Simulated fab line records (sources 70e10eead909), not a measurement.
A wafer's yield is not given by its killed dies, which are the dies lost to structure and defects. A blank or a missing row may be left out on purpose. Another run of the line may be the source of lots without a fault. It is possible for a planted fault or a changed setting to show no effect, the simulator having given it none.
Which tool was responsible? -- flow nand harc -- 21 wafers sampled from 7 lots at 1 step of a route of 1302

## WHAT THE GAUGES SHOWED, per wafer
NHARC_A_M0_INSPECT_27.
lot,measured,on,raw defect count
L747,day 23 03:55,defect inspect-02,582 629 583
L750,day 24 00:24,defect inspect-02,365 534 416
L754,day 26 01:47,defect inspect-02,515 360 302
L756,day 26 23:00,defect inspect-01,547 721 764
L763,day 30 02:10,defect inspect-01,707 849 898
L766,day 30 16:38,defect inspect-01,506 574 456
L768,day 31 22:40,defect inspect-01,416 446 525

## WHAT TOOL EACH LOT RAN ON (gives the tool, then ch and the chambers of the sampled wafers, and finally the start)
The record holds no process step before these readings.

## THE ANSWER, worked out from the rows above alone
Rule: the lots themselves supply what counts as usual. Put in order of their means at a reading, lots are off if they are a third of the lots or fewer, leave a main group of 4 or more, and stand apart from it by a gap of 3 or more times the standard deviation of the main group's means; of several such gaps the widest counts. The tables above print the reading to a certain number of digits; a main group whose means all agree to those digits is not used. A lot without any number at a reading at which 4 lots or more have one is off too. All remaining lots with rows at the step are treated as sound.
None of the lots is off at any reading shown; this tells nothing.

## WHAT THE SIMULATOR HAD INSERTED
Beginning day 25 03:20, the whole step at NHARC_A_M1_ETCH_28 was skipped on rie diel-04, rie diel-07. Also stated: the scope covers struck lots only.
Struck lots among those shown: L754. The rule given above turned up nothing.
